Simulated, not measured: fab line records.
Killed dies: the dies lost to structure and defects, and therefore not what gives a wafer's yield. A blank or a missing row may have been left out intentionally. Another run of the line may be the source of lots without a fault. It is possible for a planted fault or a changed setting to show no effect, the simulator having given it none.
Struck lot and sound lot, side by side ; flow nand_harc ; 14 steps out of a route of 1302
Sound: the wafers L421.1, L421.3, L421.5. Struck: wafer L426.3 (left out: L426.1, L426.5 of the same lot, which were not struck); the cause appears at the end.
For every step that has rows: the tool of each side, followed by ch and its chambers, followed by its first start. Under that, the readings that differ: sound wafers ; struck wafers ; difference of the means ; sigmas: that difference in standard deviations of wafers without a fault.
alike: readings with means less than 2 such deviations apart, plus words and numbers identical on both sides. not compared: withheld readings, readings lacking a value on some wafer, bounds such as >300 that could conceal the same value, and numbers that have no deviation in the record and whose values overlap.
Wherever a step has rows on one side only, a row that says differs or no value, or a row with sigmas, the two part there. Numbers that have no deviation but don't overlap get no sigmas and don't part them. Lack of a reading on every wafer of one side parts them only where that side has two or more wafers.

first, 1 step without rows for these wafers: NHARC_A_CONTACT_ETCH_112 (etches the open film in C4F8/O2/Ar, time 190 s, target depth 1850 nm).
NHARC_A_CONTACT_ETCH_113: etches the open film in C4F8/O2/Ar, time 190 s, target depth 1850 nm.
  sound on har_cap_etch-03 ch 0,1, day 22 06:55; struck on har_cap_etch-02 ch 1, day 24 15:55
  not compared: rf_hours_counter_h, run_length_s
then, 2 steps without rows for these wafers: NHARC_A_CONTACT_ETCH_114 (etches the open film in C4F8/O2/Ar, time 190 s, target depth 1850 nm); NHARC_A_CONTACT_ETCH_115 (etches the open film in C4F8/O2/Ar, time 190 s, target depth 1850 nm).
NHARC_A_CONTACT_ETCH_116: etches the open film in C4F8/O2/Ar, time 190 s, target depth 1850 nm.
  sound on har_cap_etch-03 ch 0,1, day 22 07:26; struck on har_cap_etch-02 ch 1, day 24 16:26
  not compared: rf_hours_counter_h, run_length_s
then, 3 steps without rows for these wafers: NHARC_A_CONTACT_ETCH_117 (etches the open film in C4F8/O2/Ar, time 190 s, target depth 1850 nm); NHARC_A_CONTACT_ETCH_118 (etches the open film in C4F8/O2/Ar, time 190 s, target depth 1850 nm); NHARC_A_CONTACT_ETCH_119 (etches the open film in C4F8/O2/Ar, time 190 s, target depth 1850 nm).
NHARC_A_CONTACT_ETCH_120: etches the open film in C4F8/O2/Ar, time 190 s, target depth 1850 nm.
  sound on har_cap_etch-03 ch 0,1, day 22 08:07; struck on har_cap_etch-02 ch 1, day 24 17:07
  not compared: rf_hours_counter_h, run_length_s
then, 2 steps without rows for these wafers: NHARC_A_CONTACT_ETCH_121 (etches the open film in C4F8/O2/Ar, time 190 s, target depth 1850 nm); NHARC_A_CONTACT_ETCH_122 (etches the open film in C4F8/O2/Ar, time 190 s, target depth 1850 nm).
NHARC_A_CONTACT_ETCH_123: etches the open film in C4F8/O2/Ar, time 490 s, target depth 2110 nm.
  sound on har_cap_etch-03 ch 0,1, day 22 08:41; struck on har_cap_etch-02 ch 1, day 24 17:41
  alike: run_length_s
  not compared: rf_hours_counter_h
NHARC_A_CONTACT_ETCH_90: etches the open film in CH3F/O2, target depth 40 nm, time 85.7 s.
  sound on rie_diel-13 ch 0,1,3, day 22 09:35; struck on rie_diel-12 ch 0, day 24 18:36
reading;sound;struck;difference;sigmas
run_length_s (s);107.0 107.7 106.5;70.9;-36.2;-99 or more
showerhead_plenum_p_Torr (Torr);2.60 2.49 2.49;2.32;-0.21;-2
  alike: drypump_motor_current_A, oes_product_au, rf_vpp_V, throttle_valve_pct
  not compared: rf_hours_counter_h
NHARC_A_CONTACT_ETCH_96: etches the open film in C4F6/O2, target depth 20 nm, time 10 s.
  sound on rie_diel-13 ch 0,3; struck on rie_diel-12 ch 2, day 24 18:45
reading;sound;struck;difference;sigmas
showerhead_plenum_p_Torr (Torr);3.98 3.97 3.98;3.70;-0.28;-2
  alike: drypump_motor_current_A, oes_product_au, rf_vpp_V, run_length_s, throttle_valve_pct
  not compared: rf_hours_counter_h

WHERE THEY PART
Last at NHARC_A_CONTACT_ETCH_96 as far as this record goes, first at NHARC_A_CONTACT_ETCH_90.

WHY: whatever the simulator had introduced
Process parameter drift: rie_diel-12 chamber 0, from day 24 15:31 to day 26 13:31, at NHARC_A_CONTACT_ETCH_90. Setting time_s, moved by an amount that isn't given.
